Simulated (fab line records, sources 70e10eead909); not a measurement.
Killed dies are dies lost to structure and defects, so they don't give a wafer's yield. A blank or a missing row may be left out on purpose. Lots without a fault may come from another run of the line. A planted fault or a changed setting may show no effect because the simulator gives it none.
Which tool did it? | flow nand_harc | 11 lots, 33 wafers sampled, at 4 steps of a route of 1302

WHAT THE GAUGES READ, wafer by wafer
NHARC_P_GATE_CD_MEAS_11: target cd 1640 nm.
lot  | measured     | on        | cd_nm (nm)
L458 | day 4 16:36  | cd_sem-01 | 1640.9 1638.7 1636.4
L459 | day 4 16:26  | cd_sem-03 | 1639.2 1639.7 1638.3
L461 | day 5 14:43  | cd_sem-01 | 1640.6 1638.7 1642.8
L462 | day 5 21:52  | cd_sem-03 | 1638.1 1640.2 1640.9
L465 | day 7 07:19  | cd_sem-01 | 1638.2 1639.5 1638.9
L466 | day 7 18:18  | cd_sem-02 | 1641.4 1640.5 1643.8
L467 | day 8 08:25  | cd_sem-03 | - - -
L468 | day 8 08:16  | cd_sem-03 | 1640.0 1640.6 1641.6
L478 | day 12 18:13 | cd_sem-01 | 1636.6 1639.7 1639.4
L479 | day 13 06:41 | cd_sem-01 | 1637.2 1640.4 1641.3
L480 | day 13 06:32 | cd_sem-03 | 1638.4 1639.5 1640.5

WHICH TOOL RAN EACH LOT (tool, then ch and the chambers of the sampled wafers, then the start)
lot  | NHARC_P_STI_DESCUM_14              | NHARC_P_STI_ETCH_15              | NHARC_P_GATE_EXPOSE_08
L458 | rie_diel-13 ch 1,3, day 3 07:04    | rie_si-06 ch 0,1,2, day 3 07:25  | krf_scanner-03 ch 0, day 4 16:27
L459 | rie_diel-10 ch 1,2, day 3 07:14    | rie_si-01 ch 0,1,2, day 3 07:32  | krf_scanner-02 ch 0, day 4 16:17
L461 | rie_diel-10 ch 0,1,2, day 4 02:51  | rie_si-03 ch 0,1,2, day 4 03:07  | krf_scanner-04 ch 0, day 5 14:34
L462 | rie_diel-13 ch 1,2, day 4 11:41    | rie_si-01 ch 0,1,2, day 4 12:01  | krf_scanner-04 ch 0, day 5 21:43
L465 | rie_diel-07 ch 2,3, day 5 18:41    | rie_si-06 ch 0,1,3, day 5 18:59  | krf_scanner-03 ch 0, day 7 07:10
L466 | rie_diel-13 ch 0,1,2, day 6 03:30  | rie_si-03 ch 0,3, day 6 03:46    | krf_scanner-02 ch 0, day 7 18:09
L467 | rie_diel-10 ch 0,2,3, day 6 15:02  | rie_si-01 ch 1,2,3, day 6 15:19  | krf_scanner-02 ch 0, day 8 08:16
L468 | rie_diel-10 ch 0,1,2, day 7 00:07  | rie_si-06 ch 0,1,2, day 7 00:23  | krf_scanner-04 ch 0, day 8 08:06
L478 | rie_diel-13 ch 0,2,3, day 11 04:16 | rie_si-06 ch 1,2,3, day 11 04:32 | krf_scanner-04 ch 0, day 12 18:04
L479 | rie_diel-07 ch 0,1, day 11 14:23   | rie_si-03 ch 2,3, day 11 14:40   | krf_scanner-03 ch 0, day 13 06:32
L480 | rie_diel-07 ch 0,2,3, day 11 22:32 | rie_si-03 ch 1,2, day 11 22:48   | krf_scanner-04 ch 0, day 13 06:23
- NHARC_P_STI_DESCUM_14: chemistry O2, time 3 s.
- NHARC_P_STI_ETCH_15: etches the open film in HBr/Cl2, target depth 300 nm, time 100.1 s.
- NHARC_P_GATE_EXPOSE_08: exposes mask P HV.

THE ANSWER, worked out from the rows above alone
Rule: what is usual is taken from the lots themselves. Put in order of their means at a reading, lots are off if they are a third of the lots or fewer, leave a main group of 4 or more, and stand apart from it by a gap of 3 or more times the standard deviation of the main group's means; of several such gaps the widest counts. A main group whose means are all the same, to the digits that the tables above print for the reading, isn't used. A lot without any number at a reading at which 4 lots or more have one is off too. The other lots that the step has rows for count as sound.
Off: L467, at NHARC_P_GATE_CD_MEAS_11 (cd_nm). Without a number there: L467. The main group: mean 1639.7 nm, standard deviation 1.
A tool fits if, at a process step before that reading, it ran every lot that is off, and no sound lot after the first of them. The gauges at NHARC_P_GATE_CD_MEAS_11 are tried like those tools. Can't be told from this: 2 tools fit, rie_si-01 at NHARC_P_STI_ETCH_15, krf_scanner-02 at NHARC_P_GATE_EXPOSE_08.

WHAT THE SIMULATOR HAD PUT IN
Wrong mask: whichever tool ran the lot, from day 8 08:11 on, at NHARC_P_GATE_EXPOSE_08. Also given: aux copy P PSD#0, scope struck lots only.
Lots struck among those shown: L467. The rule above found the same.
